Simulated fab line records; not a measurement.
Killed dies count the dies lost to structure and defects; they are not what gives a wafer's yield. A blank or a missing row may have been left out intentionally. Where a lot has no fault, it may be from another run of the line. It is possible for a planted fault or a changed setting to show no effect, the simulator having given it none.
fab line records	flow n5_finfet
[record] lots = 24	wafers = 72	last_day = 18
route steps=1938 shown BEOL_M0_CUTY@708 BEOL_M0@730 BEOL_M1@753
lots with no fault: from the same line, run without faults
start_h: hours from the record's opening day to when the first of the lot's shown wafers began	wait_h: time in hours since the lot's previous step	" repeats the value in the row above	L1.1+2: a row that stands for several wafers	- either no value or no given start	* or withheld: withheld	< > ~ a bound
route shown NAME@n: a module of which the file shows steps, and the number in the route of the first	usual: mean/standard deviation taken from wafers without a fault	same: alike in all rows	chamber/n: place in a boat	sites: per-site readings	_std_site: their standard deviation	_edge_site: outer sites' mean less inner sites'	radius_mm: for every site, how far away it sits from the centre of the wafer	mask NAME#n: copy n	behind: the last tool/chamber to shape the wafer	hold: why the lot went on hold/how many hours it stayed there/how the hold came to an end	device: whichever transistor did not switch (one of n, p or np)	end of line: the same wafers' tests at the end of the route	a step without rows: its recipe alone	killed: count of dies lost to structure and defects at first sort (not the wafer's yield)	map: a wafer's dies, x killed, . not, _ none there
set.NAME: setting as actually run; set.NAME@STEP: the setting as run at that earlier step	model.NAME: the simulator's own value behind a step, which no gauge read
one table for each step of the route and one row for each wafer, over a sample of lots
services: the hour from which a tool's chamber was out of use, counted from the record's first day as start_h (under 0 if before that day), plus the number of hours and why
[[steps]]
[step N5_BEOL_M0_CUTY_CD_MEAS_57]
[recipe] target_cd_nm = 200	landing_energy_ev = 500	detector = se_inlens	polarity = line
[usual] cd_nm = 200.0/1.1
lot.wafer	tool	chamber	start_h	wait_h	cd_nm
L074.1	cd_sem-01	0	120.61	-	201.4
L074.3	"	0	"	"	201.5
L074.5	"	0	"	"	200.7
L075.3	cd_sem-03	0	124.36	-	199.0
L075.4	"	0	"	"	198.6
L075.5	"	0	"	"	199.7
L076.1	cd_sem-02	0	128.81	-	199.3
L076.2	"	0	"	"	199.4
L076.4	"	0	"	"	199.6
L077.2	cd_sem-01	0	133.18	-	200.7
L077.4	"	0	"	"	199.4
L077.5	"	0	"	"	199.9
L078.3	cd_sem-01	0	134.89	-	199.9
L078.5	"	0	"	"	198.9
L078.6	"	0	"	"	199.4
L079.2	cd_sem-02	0	146.38	-	198.7
L079.3	"	0	"	"	198.5
L079.4	"	0	"	"	198.8
L080.1	cd_sem-01	0	152.21	-	198.5
L080.2	"	0	"	"	198.6
L080.4	"	0	"	"	200.3
L081.1	cd_sem-01	0	159.18	-	198.8
L081.3	"	0	"	"	198.2
L081.4	"	0	"	"	198.3
L082.1	cd_sem-01	0	163.00	-	202.0
L082.4	"	0	"	"	200.8
L082.6	"	0	"	"	202.1
L083.3	cd_sem-01	0	171.35	-	201.0
L083.4	"	0	"	"	199.1
L083.5	"	0	"	"	199.2
L084.2	cd_sem-02	0	177.33	-	200.4
L084.3	"	0	"	"	200.9
L084.6	"	0	"	"	199.8
L085.2	cd_sem-01	0	183.48	-	200.0
L085.5	"	0	"	"	199.2
L085.6	"	0	"	"	201.4
L086.1	cd_sem-02	0	191.72	-	198.4
L086.2	"	0	"	"	200.6
L086.6	"	0	"	"	198.2
L087.3	cd_sem-02	0	191.98	-	198.3
L087.4	"	0	"	"	200.0
L087.6	"	0	"	"	198.8
L088.1	cd_sem-03	0	204.72	-	200.6
L088.3	"	0	"	"	201.7
L088.4	"	0	"	"	201.2
L089.2	cd_sem-02	0	214.38	-	200.0
L089.3	"	0	"	"	200.8
L089.4	"	0	"	"	199.4
L090.3	cd_sem-02	0	216.62	-	200.6
L090.4	"	0	"	"	201.2
L090.6	"	0	"	"	200.0
L092.3	cd_sem-02	0	220.80	-	200.8
L092.4	"	0	"	"	201.7
L092.5	"	0	"	"	200.0
L091.1	cd_sem-03	0	220.96	-	200.3
L091.2	"	0	"	"	202.0
L091.6	"	0	"	"	200.9
L093.4	cd_sem-01	0	227.39	-	200.1
L093.5	"	0	"	"	199.3
L093.6	"	0	"	"	198.9
L094.2	cd_sem-03	0	239.78	-	198.3
L094.5	"	0	"	"	198.6
L094.6	"	0	"	"	199.0
L095.1	cd_sem-03	0	242.54	-	200.7
L095.4	"	0	"	"	199.7
L095.6	"	0	"	"	199.4
L096.1	cd_sem-01	0	245.25	-	200.4
L096.2	"	0	"	"	201.0
L096.4	"	0	"	"	200.1
L097.2	cd_sem-01	0	249.63	-	200.1
L097.4	"	0	"	"	200.0
L097.6	"	0	"	"	200.9
[step N5_BEOL_M0_PRE_CLEAN_113]
[recipe] gas = H2/He	time_s = 30	temp_c = 250
[usual] heater_power_w = 342/30
lot.wafer	tool	chamber	start_h	wait_h	heater_power_w
L074.1	pvd_sputter-02	-	121.99	0.0	343
L074.3	"	-	"	"	334
L074.5	"	-	"	"	337
L075.3	pvd_sputter-01	-	126.69	0.0	298
L075.4	"	-	"	"	326
L075.5	"	-	"	"	294
L076.1	pvd_sputter-01	-	132.56	0.0	308
L076.2	"	-	"	"	326
L076.4	"	-	"	"	393
L077.2	pvd_sputter-03	-	135.46	0.0	394
L077.4	"	-	"	"	358
L077.5	"	-	"	"	360
L078.3	pvd_sputter-01	-	138.83	0.0	386
L078.5	"	-	"	"	384
L078.6	"	-	"	"	322
L079.2	pvd_sputter-03	-	148.81	0.0	300
L079.3	"	-	"	"	352
L079.4	"	-	"	"	363
L080.1	pvd_sputter-02	-	157.36	0.0	336
L080.2	"	-	"	"	342
L080.4	"	-	"	"	363
L081.1	pvd_sputter-02	-	162.90	0.0	343
L081.3	"	-	"	"	363
L081.4	"	-	"	"	335
L082.1	pvd_sputter-02	-	165.90	0.0	349
L082.4	"	-	"	"	369
L082.6	"	-	"	"	331
L083.3	pvd_sputter-01	-	173.65	0.0	315
L083.4	"	-	"	"	297
L083.5	"	-	"	"	304
L084.2	pvd_sputter-02	-	187.14	0.0	349
L084.3	"	-	"	"	336
L084.6	"	-	"	"	333
L085.2	pvd_sputter-02	-	187.37	0.0	329
L085.5	"	-	"	"	335
L085.6	"	-	"	"	345
L087.3	pvd_sputter-03	-	195.59	0.0	371
L087.4	"	-	"	"	300
L087.6	"	-	"	"	361
L086.1	pvd_sputter-01	-	195.67	0.0	383
L086.2	"	-	"	"	302
L086.6	"	-	"	"	390
L088.1	pvd_sputter-03	-	209.34	0.0	356
L088.3	"	-	"	"	362
L088.4	"	-	"	"	305
L089.2	pvd_sputter-01	-	217.73	0.0	290
L089.3	"	-	"	"	393
L089.4	"	-	"	"	309
L090.3	pvd_sputter-01	-	223.45	0.0	303
L090.4	"	-	"	"	296
L090.6	"	-	"	"	304
L091.1	pvd_sputter-01	-	225.82	0.0	390
L091.2	"	-	"	"	307
L091.6	"	-	"	"	308
L092.3	pvd_sputter-02	-	225.85	0.0	345
L092.4	"	-	"	"	354
L092.5	"	-	"	"	359
L093.4	pvd_sputter-03	-	230.03	0.0	390
L093.5	"	-	"	"	367
L093.6	"	-	"	"	388
L094.2	pvd_sputter-03	-	242.86	0.0	381
L094.5	"	-	"	"	375
L094.6	"	-	"	"	355
L095.1	pvd_sputter-03	-	246.83	0.0	363
L095.4	"	-	"	"	387
L095.6	"	-	"	"	367
L096.1	pvd_sputter-02	-	252.85	0.0	339
L096.2	"	-	"	"	335
L096.4	"	-	"	"	339
L097.2	pvd_sputter-02	-	253.41	0.0	334
L097.4	"	-	"	"	337
L097.6	"	-	"	"	340
[step N5_BEOL_M0_SURFACE_TREAT_137]
[recipe] gas = Ar	time_s = *	ion_energy_ev = *	ion_current_ma_cm2 = 0.5	pressure_mtorr = *	ar_flow_sccm = 30
[usual] ar_flow_sccm = 30.00/0.098	throttle_valve_pct = *
lot.wafer	tool	chamber	start_h	wait_h	ar_flow_sccm	throttle_valve_pct
L074.1	pvd_sputter-01	-	122.39	0.2	29.95	*
L074.3	"	-	"	"	30.13	*
L074.5	"	-	"	"	29.85	*
L075.3	pvd_sputter-03	-	127.07	0.2	30.10	*
L075.4	"	-	"	"	30.06	*
L075.5	"	-	"	"	29.87	*
L076.1	pvd_sputter-03	-	133.00	0.2	29.93	*
L076.2	"	-	"	"	30.05	*
L076.4	"	-	"	"	30.04	*
L077.2	pvd_sputter-03	-	135.78	0.2	29.99	*
L077.4	"	-	"	"	30.12	*
L077.5	"	-	"	"	29.92	*
L078.3	pvd_sputter-03	-	139.32	0.1	29.97	*
L078.5	"	-	"	"	29.96	*
L078.6	"	-	"	"	29.98	*
L079.2	pvd_sputter-01	-	149.13	0.2	30.02	*
L079.3	"	-	"	"	29.86	*
L079.4	"	-	"	"	29.98	*
L080.1	pvd_sputter-02	-	157.84	0.3	29.95	*
L080.2	"	-	"	"	30.12	*
L080.4	"	-	"	"	30.13	*
L081.1	pvd_sputter-02	-	163.42	0.1	29.89	*
L081.3	"	-	"	"	29.97	*
L081.4	"	-	"	"	30.12	*
L082.1	pvd_sputter-01	-	167.03	0.7	30.04	*
L082.4	"	-	"	"	30.10	*
L082.6	"	-	"	"	30.02	*
L083.3	pvd_sputter-01	-	174.09	0.2	29.94	*
L083.4	"	-	"	"	30.07	*
L083.5	"	-	"	"	30.04	*
L084.2	pvd_sputter-02	-	187.44	0.1	30.12	*
L084.3	"	-	"	"	29.77	*
L084.6	"	-	"	"	30.09	*
L085.2	pvd_sputter-03	-	189.25	1.7	30.03	*
L085.5	"	-	"	"	29.86	*
L085.6	"	-	"	"	30.05	*
L087.3	pvd_sputter-02	-	197.47	1.7	30.07	*
L087.4	"	-	"	"	30.01	*
L087.6	"	-	"	"	30.02	*
L086.1	pvd_sputter-02	-	197.51	1.4	29.97	*
L086.2	"	-	"	"	30.07	*
L086.6	"	-	"	"	30.06	*
L088.1	pvd_sputter-03	-	209.70	0.2	29.94	*
L088.3	"	-	"	"	29.94	*
L088.4	"	-	"	"	30.08	*
L089.2	pvd_sputter-03	-	218.08	0.2	30.21	*
L089.3	"	-	"	"	29.97	*
L089.4	"	-	"	"	30.15	*
L090.3	pvd_sputter-03	-	223.88	0.3	29.98	*
L090.4	"	-	"	"	30.05	*
L090.6	"	-	"	"	30.08	*
L091.1	pvd_sputter-02	-	226.12	0.1	30.14	*
L091.2	"	-	"	"	30.05	*
L091.6	"	-	"	"	30.02	*
L092.3	pvd_sputter-02	-	226.34	0.2	29.83	*
L092.4	"	-	"	"	30.02	*
L092.5	"	-	"	"	29.98	*
L093.4	pvd_sputter-03	-	230.39	0.2	29.92	*
L093.5	"	-	"	"	29.89	*
L093.6	"	-	"	"	29.90	*
L094.2	pvd_sputter-03	-	243.22	0.1	30.04	*
L094.5	"	-	"	"	29.87	*
L094.6	"	-	"	"	29.90	*
L095.1	pvd_sputter-03	-	248.79	1.6	29.96	*
L095.4	"	-	"	"	30.10	*
L095.6	"	-	"	"	29.98	*
L096.1	pvd_sputter-01	-	253.36	0.2	29.97	*
L096.2	"	-	"	"	29.89	*
L096.4	"	-	"	"	29.93	*
L097.2	pvd_sputter-01	-	254.40	0.8	29.92	*
L097.4	"	-	"	"	30.04	*
L097.6	"	-	"	"	30.02	*
[step N5_BEOL_M0_SPUTTER_116]
[recipe] material = Cu	target_thk_a = 40	temp_c = -20	chamber_pressure_pa = 0.07	power_w = withheld	time_s = 7.37
[usual] throttle_valve_pct = 30.0/1.1
lot.wafer	tool	chamber	start_h	wait_h	throttle_valve_pct
L074.1	pvd_sputter-01	-	122.61	0.1	29.1
L074.3	"	-	"	"	29.0
L074.5	"	-	"	"	29.1
L075.3	pvd_sputter-03	-	127.55	0.1	28.8
L075.4	"	-	"	"	29.2
L075.5	"	-	"	"	30.8
L076.1	pvd_sputter-01	-	133.40	0.1	29.0
L076.2	"	-	"	"	30.7
L076.4	"	-	"	"	29.0
L077.2	pvd_sputter-02	-	137.52	1.4	29.3
L077.4	"	-	"	"	32.8
L077.5	"	-	"	"	32.9
L078.3	pvd_sputter-03	-	139.68	0.2	29.4
L078.5	"	-	"	"	30.5
L078.6	"	-	"	"	30.5
L079.2	pvd_sputter-02	-	149.32	0.1	32.8
L079.3	"	-	"	"	29.8
L079.4	"	-	"	"	29.3
L080.1	pvd_sputter-01	-	158.18	0.1	30.5
L080.2	"	-	"	"	30.3
L080.4	"	-	"	"	28.9
L081.1	pvd_sputter-02	-	163.78	0.2	29.9
L081.3	"	-	"	"	29.5
L081.4	"	-	"	"	33.1
L082.1	pvd_sputter-01	-	167.39	0.1	28.9
L082.4	"	-	"	"	30.5
L082.6	"	-	"	"	29.0
L083.3	pvd_sputter-01	-	174.25	0.1	30.6
L083.4	"	-	"	"	28.9
L083.5	"	-	"	"	30.2
L084.2	pvd_sputter-02	-	189.71	1.9	29.1
L084.3	"	-	"	"	29.5
L084.6	"	-	"	"	29.9
L085.2	pvd_sputter-02	-	190.35	0.8	29.3
L085.5	"	-	"	"	29.5
L085.6	"	-	"	"	29.6
L087.3	pvd_sputter-02	-	197.65	0.1	32.7
L087.4	"	-	"	"	29.1
L087.6	"	-	"	"	29.4
L086.1	pvd_sputter-01	-	197.73	0.1	29.2
L086.2	"	-	"	"	30.3
L086.6	"	-	"	"	29.3
L088.1	pvd_sputter-02	-	211.65	1.6	29.0
L088.3	"	-	"	"	30.0
L088.4	"	-	"	"	32.8
L089.2	pvd_sputter-01	-	219.93	1.5	29.0
L089.3	"	-	"	"	30.5
L089.4	"	-	"	"	30.1
L090.3	pvd_sputter-03	-	224.04	0.1	30.0
L090.4	"	-	"	"	30.7
L090.6	"	-	"	"	30.7
L091.1	pvd_sputter-01	-	226.35	0.1	30.5
L091.2	"	-	"	"	30.6
L091.6	"	-	"	"	29.1
L092.3	pvd_sputter-02	-	226.50	0.1	32.8
L092.4	"	-	"	"	29.5
L092.5	"	-	"	"	32.6
L093.4	pvd_sputter-03	-	230.69	0.1	30.1
L093.5	"	-	"	"	29.4
L093.6	"	-	"	"	28.6
L094.2	pvd_sputter-02	-	244.07	0.5	33.0
L094.5	"	-	"	"	29.4
L094.6	"	-	"	"	33.0
L095.1	pvd_sputter-03	-	249.19	0.1	30.6
L095.4	"	-	"	"	28.9
L095.6	"	-	"	"	29.3
L096.1	pvd_sputter-01	-	253.96	0.4	30.5
L096.2	"	-	"	"	29.1
L096.4	"	-	"	"	29.1
L097.2	pvd_sputter-03	-	254.63	0.1	30.7
L097.4	"	-	"	"	28.9
L097.6	"	-	"	"	29.4
[step N5_BEOL_M0_CMP_120]
[recipe] stop_on = SiOC	t_overpolish_s = 6.9	down_force_psi = 1	platen_rpm = 50	clearing_platen_down_force_psi = 1.5	clearing_platen_rpm = 50	post_cmp_clean = cu_alkaline	clearing_platen_pad_velocity_m_s = 0.99484	pad_velocity_m_s = 0.99484
[usual] barrier_field_endpoint_s = 3.63/0.11	motor_current_A = 6.4/0.59	overpolish_run_s = 6.900/0.0082	time_to_endpoint_s = 62.8/2.6
lot.wafer	tool	chamber	start_h	wait_h	barrier_field_endpoint_s	motor_current_A	overpolish_run_s	time_to_endpoint_s
L074.3	cmp-01	2	123.50	0.2	3.54	5.5	6.889	60.2
L074.1	"	3	"	"	3.68	6.3	6.877	59.3
L074.5	"	2	"	"	3.53	5.2	6.895	59.3
L075.3	cmp-04	0	128.46	0.2	3.73	6.3	6.899	64.2
L075.4	"	2	"	"	3.50	6.6	6.891	60.1
L075.5	"	1	"	"	3.67	6.4	6.890	59.7
L076.1	cmp-03	3	134.62	0.3	3.64	6.3	6.890	63.3
L076.4	"	1	"	"	3.74	6.8	6.897	62.3
L076.2	"	2	"	"	3.78	7.1	6.894	65.2
L077.2	cmp-03	1	138.38	0.2	3.73	6.6	6.907	60.0
L077.4	"	0	"	"	3.64	5.8	6.896	59.7
L077.5	"	2	"	"	3.62	6.9	6.907	63.0
L078.3	cmp-03	2	141.16	0.3	3.79	6.9	6.911	65.8
L078.5	"	3	"	"	3.69	6.0	6.897	63.9
L078.6	"	0	"	"	3.65	5.7	6.915	62.9
L079.4	cmp-03	3	150.42	0.1	3.37	6.0	6.895	61.3
L079.3	"	0	"	"	3.63	5.8	6.908	59.8
L079.2	"	1	"	"	3.51	6.6	6.912	62.9
L080.4	cmp-03	2	159.25	0.1	3.59	6.8	6.910	64.0
L080.1	"	3	"	"	3.69	6.4	6.902	60.5
L080.2	"	1	"	"	3.42	6.7	6.884	59.2
L081.3	cmp-01	2	165.19	0.2	3.79	5.2	6.901	65.1
L081.4	"	0	"	"	3.62	7.8	6.900	64.4
L081.1	"	1	"	"	3.65	6.1	6.901	63.4
L082.1	cmp-01	2	168.39	0.3	3.46	5.5	6.897	63.2
L082.4	"	3	"	"	3.71	6.2	6.906	65.1
L082.6	"	1	"	"	3.71	6.0	6.905	60.8
L083.4	cmp-01	1	175.10	0.1	3.63	6.0	6.898	60.2
L083.3	"	2	"	"	3.69	5.5	6.901	63.9
L083.5	"	1	"	"	3.54	6.2	6.912	63.7
L084.3	cmp-04	0	190.56	0.2	3.60	6.0	6.902	63.8
L084.2	"	1	"	"	3.65	6.3	6.906	63.0
L084.6	"	1	"	"	3.52	6.6	6.888	59.0
L085.2	cmp-04	1	191.26	0.3	3.37	6.1	6.906	59.9
L085.5	"	0	"	"	3.43	5.9	6.905	64.7
L085.6	"	1	"	"	3.52	6.5	6.897	60.7
L087.3	cmp-04	2	199.05	0.2	3.48	6.5	6.905	64.9
L087.4	"	1	"	"	3.51	6.5	6.894	65.6
L087.6	"	2	"	"	3.61	6.1	6.901	70.3
L086.1	cmp-03	2	199.39	0.3	3.61	7.1	6.894	61.5
L086.2	"	3	"	"	3.75	6.5	6.899	68.3
L086.6	"	0	"	"	3.57	5.6	6.916	60.6
L088.3	cmp-03	0	212.54	0.2	3.59	6.0	6.884	60.5
L088.1	"	1	"	"	3.62	6.6	6.895	59.2
L088.4	"	2	"	"	3.57	6.9	6.889	61.2
L089.2	cmp-04	1	220.80	0.2	3.62	6.1	6.902	59.1
L089.4	"	3	"	"	3.45	7.3	6.913	56.6
L089.3	"	0	"	"	3.47	6.2	6.897	64.9
L090.3	cmp-03	2	224.90	0.2	3.60	6.8	6.893	59.7
L090.4	"	0	"	"	3.41	5.9	6.901	59.4
L090.6	"	2	"	"	3.77	6.9	6.904	63.7
L091.2	cmp-04	0	227.22	0.2	3.72	6.4	6.897	64.4
L091.1	"	1	"	"	3.58	6.3	6.893	62.7
L091.6	"	0	"	"	3.77	6.2	6.904	64.6
L092.3	cmp-01	1	227.42	0.2	3.71	5.8	6.899	67.0
L092.4	"	3	"	"	3.67	6.0	6.895	65.7
L092.5	"	0	"	"	3.83	8.0	6.902	67.6
L093.4	cmp-04	0	231.61	0.2	3.64	6.1	6.897	64.4
L093.5	"	3	"	"	3.54	7.7	6.898	59.4
L093.6	"	0	"	"	3.67	6.3	6.887	62.6
L094.2	cmp-03	2	245.05	0.3	3.66	6.7	6.899	62.7
L094.5	"	3	"	"	3.67	6.0	6.902	63.9
L094.6	"	0	"	"	3.58	5.9	6.899	61.8
L095.1	cmp-03	1	250.06	0.3	3.64	6.5	6.901	62.0
L095.4	"	0	"	"	3.78	5.7	6.897	63.6
L095.6	"	1	"	"	3.54	6.3	6.898	61.5
L096.1	cmp-03	1	255.97	0.3	3.68	6.8	6.902	64.1
L096.2	"	2	"	"	3.69	6.7	6.910	66.6
L096.4	"	3	"	"	3.82	6.0	6.901	66.4
L097.4	cmp-04	0	256.49	0.2	3.80	6.5	6.897	63.6
L097.2	"	1	"	"	3.84	6.6	6.883	63.0
L097.6	"	3	"	"	3.71	7.6	6.906	59.8
[step N5_BEOL_M1_PECVD_72]
[recipe] material = SiO2	target_thk_a = 160	temp_c = 400	precursor = TEOS/O2	pressure_torr = 5.5	rf_w = 450	teos_flow_sccm = 53.8	gas = O2	flow_sccm = 3000	time_s = 18
[usual] heater_power_outer_w = 389/54	heater_power_w = 674/83	showerhead_plenum_p_Torr = 8.82/0.07	showerhead_vpp_V = 1303/70	throttle_valve_pct = 22.9/1.3
lot.wafer	tool	chamber	start_h	wait_h	heater_power_outer_w	heater_power_w	showerhead_plenum_p_Torr	showerhead_vpp_V	throttle_valve_pct
L074.1	pecvd-03	1	124.18	0.0	475	835	8.92	1304	23.1
L074.3	"	0	"	"	447	742	8.86	1434	22.2
L074.5	"	1	"	"	480	841	8.91	1360	23.3
L075.3	pecvd-02	1	129.24	0.0	401	643	8.71	1305	22.1
L075.4	"	2	"	"	422	727	8.75	1399	20.7
L075.5	"	1	"	"	409	662	8.72	1326	22.2
L076.1	pecvd-02	2	135.41	0.0	434	743	8.77	1408	20.8
L076.2	"	0	"	"	263	518	8.71	1283	23.6
L076.4	"	1	"	"	410	655	8.71	1314	22.1
L077.2	pecvd-02	2	139.10	0.0	336	615	8.78	1428	20.8
L077.4	"	0	"	"	303	582	8.72	1294	23.4
L077.5	"	2	"	"	346	616	8.76	1385	20.8
L078.3	pecvd-02	2	141.77	0.0	410	686	8.77	1389	20.8
L078.5	"	1	"	"	402	649	8.70	1326	22.1
L078.6	"	2	"	"	417	714	8.75	1379	21.1
L079.2	pecvd-04	0	151.16	0.0	389	670	8.83	1229	23.9
L079.3	"	1	"	"	393	655	8.83	1297	25.4
L079.4	"	0	"	"	398	655	8.81	1238	23.9
L080.1	pecvd-03	2	159.98	0.0	443	785	8.87	1239	22.1
L080.2	"	0	"	"	436	736	8.88	1418	22.1
L080.4	"	1	"	"	430	761	8.91	1315	23.0
L081.1	pecvd-04	2	166.23	0.1	332	594	8.75	1174	21.9
L081.3	"	0	"	"	395	679	8.79	1246	24.0
L081.4	"	1	"	"	347	597	8.85	1283	25.0
L082.1	pecvd-04	2	169.08	0.0	410	667	8.73	1185	21.8
L082.4	"	1	"	"	396	661	8.85	1297	25.2
L082.6	"	0	"	"	353	622	8.83	1234	24.1
L083.3	pecvd-02	2	175.83	0.0	379	668	8.77	1391	20.9
L083.4	"	0	"	"	317	592	8.70	1262	23.4
L083.5	"	1	"	"	375	597	8.69	1348	22.0
L084.2	pecvd-03	1	191.28	0.0	492	833	8.92	1315	23.3
L084.3	"	0	"	"	440	754	8.83	1412	22.4
L084.6	"	0	"	"	463	744	8.87	1383	22.5
L085.2	pecvd-02	0	192.16	0.0	243	529	8.71	1254	23.4
L085.5	"	2	"	"	372	674	8.76	1398	21.2
L085.6	"	0	"	"	252	515	8.73	1277	23.3
L087.3	pecvd-03	2	199.96	0.1	442	763	8.88	1245	22.1
L087.4	"	1	"	"	450	808	8.92	1325	22.9
L087.6	"	0	"	"	478	764	8.89	1406	22.1
L086.1	pecvd-04	2	200.03	0.0	390	661	8.75	1165	21.8
L086.2	"	0	"	"	389	662	8.82	1237	24.2
L086.6	"	1	"	"	376	645	8.85	1246	25.1
L088.1	pecvd-03	2	213.24	0.0	401	714	8.88	1235	22.1
L088.3	"	1	"	"	435	782	8.92	1317	23.0
L088.4	"	2	"	"	398	715	8.84	1260	22.3
L089.2	pecvd-02	1	221.53	0.0	334	559	8.70	1314	22.4
L089.3	"	0	"	"	324	612	8.70	1259	23.3
L089.4	"	0	"	"	331	618	8.70	1264	23.5
L090.3	pecvd-04	1	225.65	0.1	313	540	8.84	1311	25.2
L090.4	"	0	"	"	322	563	8.83	1237	24.1
L090.6	"	1	"	"	309	568	8.84	1280	25.1
L091.1	pecvd-03	0	227.96	0.0	457	748	8.84	1408	22.0
L091.2	"	2	"	"	417	721	8.87	1227	22.1
L091.6	"	0	"	"	452	760	8.89	1408	21.9
L092.3	pecvd-04	1	228.16	0.1	382	657	8.85	1268	25.0
L092.4	"	0	"	"	358	599	8.84	1263	24.3
L092.5	"	0	"	"	361	619	8.81	1261	24.1
L093.4	pecvd-03	2	232.31	0.1	358	663	8.89	1240	22.2
L093.5	"	0	"	"	424	716	8.87	1420	22.1
L093.6	"	1	"	"	503	872	8.91	1343	22.9
L094.2	pecvd-03	1	245.67	0.0	483	861	8.91	1345	23.0
L094.5	"	2	"	"	348	645	8.87	1215	22.3
L094.6	"	0	"	"	420	719	8.86	1434	22.1
L095.1	pecvd-04	1	250.79	0.0	389	658	8.86	1285	25.0
L095.4	"	1	"	"	387	658	8.83	1291	25.3
L095.6	"	1	"	"	386	659	8.85	1289	25.1
L096.1	pecvd-03	0	256.66	0.0	432	700	8.87	1427	22.2
L096.2	"	2	"	"	417	749	8.87	1241	22.2
L096.4	"	1	"	"	405	746	8.95	1319	23.1
L097.2	pecvd-04	0	257.14	0.0	395	673	8.84	1259	24.3
L097.4	"	0	"	"	391	652	8.84	1231	24.6
L097.6	"	1	"	"	381	656	8.84	1293	24.9
[[services]]
tool	chamber	start_h	hours	kind
cmp-04	-	99.53	13.6	pm
cmp-04	-	115.44	2.3	repair
cmp-03	-	117.28	4.0	pm
cmp-03	-	121.28	-	consumable_replace:conditioner
cmp-03	-	121.28	-	consumable_replace:pad
pvd_sputter-02	-	126.69	1.7	repair
pvd_sputter-02	-	139.18	2.4	repair
pecvd-02	2	145.44	6.6	repair
cmp-01	-	146.82	4.9	pm
cmp-04	-	166.12	0.4	repair
pvd_sputter-02	-	172.16	13.8	repair
cmp-04	-	175.24	1.2	repair
cmp-04	-	176.48	1.7	repair
cmp-04	-	191.45	4.0	pm
cmp-04	-	195.45	-	consumable_replace:conditioner
cmp-04	-	195.45	-	consumable_replace:pad
pecvd-03	1	202.01	7.2	repair
pecvd-04	2	202.41	-	clean
pecvd-04	2	202.41	-	consumable_replace:showerhead
pecvd-03	-	225.47	1.4	repair
pecvd-04	2	242.49	15.4	repair
pecvd-03	0	247.97	2.1	scheduled_down
pecvd-03	-	248.82	1.2	repair
cmp-04	-	251.68	0.3	repair
[[key]]
fault none
